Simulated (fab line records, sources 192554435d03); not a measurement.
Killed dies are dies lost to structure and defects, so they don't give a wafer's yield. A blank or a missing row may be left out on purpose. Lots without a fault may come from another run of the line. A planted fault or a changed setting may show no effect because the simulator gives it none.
Chamber matching | flow n5_finfet | N5_BEOL_M1_DEP_57 on pecvd-03: 3 sister chambers
The step deposits SiCN from 3MS/NH3, target thk 8 nm, time 14 s. 3 wafers are shown with their chamber, then 9 later ones without.

WAFERS WITH THEIR CHAMBER
wafer  | chamber | throttle_valve_pct (%)
L093.1 | 2       | 9.1
L093.4 | 0       | 9.2
L093.6 | 1       | 8.6

WAFERS WITHOUT THEIR CHAMBER
wafer  | throttle_valve_pct (%)
L092.1 | 9.5
L092.3 | 8.8
L092.4 | 9.1
L094.2 | 9.5
L094.4 | 8.9
L094.5 | 9.0
L096.1 | 9.1
L096.4 | 8.6
L096.5 | 9.0

WHICH CHAMBER EACH WENT THROUGH
wafer  | from the rows above          | in truth
L092.1 | can't be placed: 0 or 2      | 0
L092.3 | can't be placed: 1 or 2 or 0 | 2
L092.4 | can't be placed: 2 or 0      | 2
L094.2 | can't be placed: 0 or 2      | 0
L094.4 | can't be placed: 2 or 0 or 1 | 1
L094.5 | can't be placed: 2 or 0 or 1 | 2
L096.1 | can't be placed: 2 or 0      | 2
L096.4 | 1                            | 1
L096.5 | can't be placed: 2 or 0 or 1 | 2
Placed correctly: 1 of 9. Can't be placed from these rows: 8 (the true chamber is among the candidates in 8). Placed wrongly: 0.
How it was worked out, from the rows above alone: a wafer's distance from a chamber is the root of the sum, over the readings, of the square of ((its reading less the chamber's mean) divided by the reading's scatter). The wafer belongs to the nearest chamber; if the next one is less than 2 further off, it can't be placed. A chamber's mean is the mean of its shown wafers. The scatter: with one shown wafer a chamber, the root of the mean of the squares of how far each hidden wafer lies from its nearest shown one.
